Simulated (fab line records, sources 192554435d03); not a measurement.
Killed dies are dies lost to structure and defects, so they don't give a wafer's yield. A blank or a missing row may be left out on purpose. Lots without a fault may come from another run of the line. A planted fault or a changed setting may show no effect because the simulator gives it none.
Split-lot experiment | flow n5_finfet | 7 lots, 21 wafers read, on a route of 1938 steps

THE SPLIT
At N5_BEOL_M14_COAT_04 (resist thk 800 nm), the setting spin_rpm was moved away from the recipe's 1704 rpm on 6 of the 21 wafers read, by -6.5% to +6.7%. The other wafers ran this setting at the recipe's value.

FROM THE SPLIT TO THE READING: what the file shows between them, 4 steps
- N5_BEOL_M14_EBR_06
- N5_BEOL_M14_SOFTBAKE_05: time 60 s
- N5_BEOL_M14_DESCUM_15: chemistry O2, time 7.9 s
- N5_BEOL_M14_ETCH_59: etches BARC in N2/H2, target depth 89 nm, overetch 26.7 nm, time 67.9 s

THE READING
coat_of_BEOL_M14_COAT_04.thk_nm (the simulator's own value, which no gauge read), in nm, at N5_BEOL_M14_VIA_ETCH_16 (etches SiO2 in C4F8/O2/Ar, target depth 1231.3 nm). The file gives no usual value for it. The 15 wafers here that ran the recipe average 448.6 nm, standard deviation 9.7 nm.

wafer  | tool, chamber at the split | spin_rpm as run, rpm | against the recipe | coat_of_BEOL_M14_COAT_04.thk_nm, nm | against lot-mates on the recipe
L077.2 | litho_track-04, 0          | 1704                 | recipe             | 430.8                               | -
L077.3 | litho_track-04, 0          | 1593                 | -6.5%              | 490.8                               | +60.0
L077.5 | litho_track-04, 0          | 1593                 | -6.5%              | 492.4                               | +61.6
L080.2 | litho_track-02, 0          | 1819                 | +6.7%              | 416.2                               | -31.6
L080.3 | litho_track-02, 0          | 1819                 | +6.7%              | 413.4                               | -34.4
L080.4 | litho_track-02, 0          | 1704                 | recipe             | 447.8                               | -
L078.2 | litho_track-02, 0          | 1704                 | recipe             | 450                                 | -
L078.3 | litho_track-02, 0          | 1704                 | recipe             | 434.8                               | -
L078.5 | litho_track-02, 0          | 1704                 | recipe             | 442                                 | -
L079.3 | litho_track-03, 0          | 1704                 | recipe             | 451.6                               | -
L079.4 | litho_track-03, 0          | 1704                 | recipe             | 458                                 | -
L079.6 | litho_track-03, 0          | 1704                 | recipe             | 445.8                               | -
L086.1 | litho_track-03, 0          | 1704                 | recipe             | 460                                 | -
L086.2 | litho_track-03, 0          | 1704                 | recipe             | 455.6                               | -
L086.3 | litho_track-03, 0          | 1704                 | recipe             | 454.2                               | -
L090.3 | litho_track-03, 0          | 1642                 | -3.6%              | 483.6                               | +25.1
L090.5 | litho_track-03, 0          | 1704                 | recipe             | 459.2                               | -
L090.6 | litho_track-03, 0          | 1704                 | recipe             | 457.8                               | -
L091.1 | litho_track-03, 0          | 1704                 | recipe             | 430.2                               | -
L091.4 | litho_track-03, 0          | 1704                 | recipe             | 451                                 | -
L091.6 | litho_track-03, 0          | 1808                 | +6.1%              | 399.8                               | -40.8

THE FIT
A straight line over all 21 wafers: coat_of_BEOL_M14_COAT_04.thk_nm changes by -6.38 nm for each +1% of spin_rpm; r = -0.91; the points scatter about the line by 9.7 nm.
The same after taking each lot's own level away (the mean of its wafers on the recipe; 21 wafers): -7.01 nm for each +1%; r = -0.95; scatter 7.7 nm.
On that fit, the largest move of spin_rpm shifts the reading by 47 nm.
The lots' own levels span 430.80 to 458.50 nm, that is 2.9 times the standard deviation above.
So the lot-to-lot level changes the slope little: the two slopes agree.
Check: with one of the wafers moved furthest among these (+6.7%) left out of the fit, the line predicts -48.5 nm for it against its lot-mates. It came out at -31.6 nm against them.

OTHER SPLITS ON THESE WAFERS
These wafers also went through other splits before the reading. Each is held against what the fit with the lots' levels taken away leaves over:
other split on the same wafers | wafers away from the commonest value | r with coat_of_BEOL_M14_COAT_04.thk_nm (lot level and that fit taken away)
N5_BEOL_M11_ETCH_62 time_s     | 3                                    | +0.11
N5_BEOL_M12_COAT_04 spin_rpm   | 7                                    | +0.15
N5_BEOL_M12_DESCUM_15 time_s   | 5                                    | +0.18
N5_BEOL_M14_ILD_DEP_00 time_s  | 8                                    | -0.24

THE WHOLE CHAIN: every reading that the file lists as answering this split, in the file's order
step                    | what it does                                                            | reading                                                                          | change (the file's fit)              | r (the file's)
N5_BEOL_M14_COAT_04     | resist thk 800 nm                                                       | coat_of_BEOL_M14_COAT_04.thk_nm (the simulator's own value, which no gauge read) | -4.24 nm for each +1% of the setting | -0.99
N5_BEOL_M14_ETCH_59     | etches BARC in N2/H2, target depth 89 nm, overetch 26.7 nm, time 67.9 s | coat_of_BEOL_M14_COAT_04.thk_nm (the simulator's own value, which no gauge read) | -4.65 nm for each +1% of the setting | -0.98
N5_BEOL_M14_VIA_ETCH_16 | etches SiO2 in C4F8/O2/Ar, target depth 1231.3 nm                       | coat_of_BEOL_M14_COAT_04.thk_nm (the simulator's own value, which no gauge read) | -6.93 nm for each +1% of the setting | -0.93

THE FILE'S OWN FIT
coat_of_BEOL_M14_COAT_04.thk_nm changes by -6.93 nm for each +1% of spin_rpm, r = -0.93.
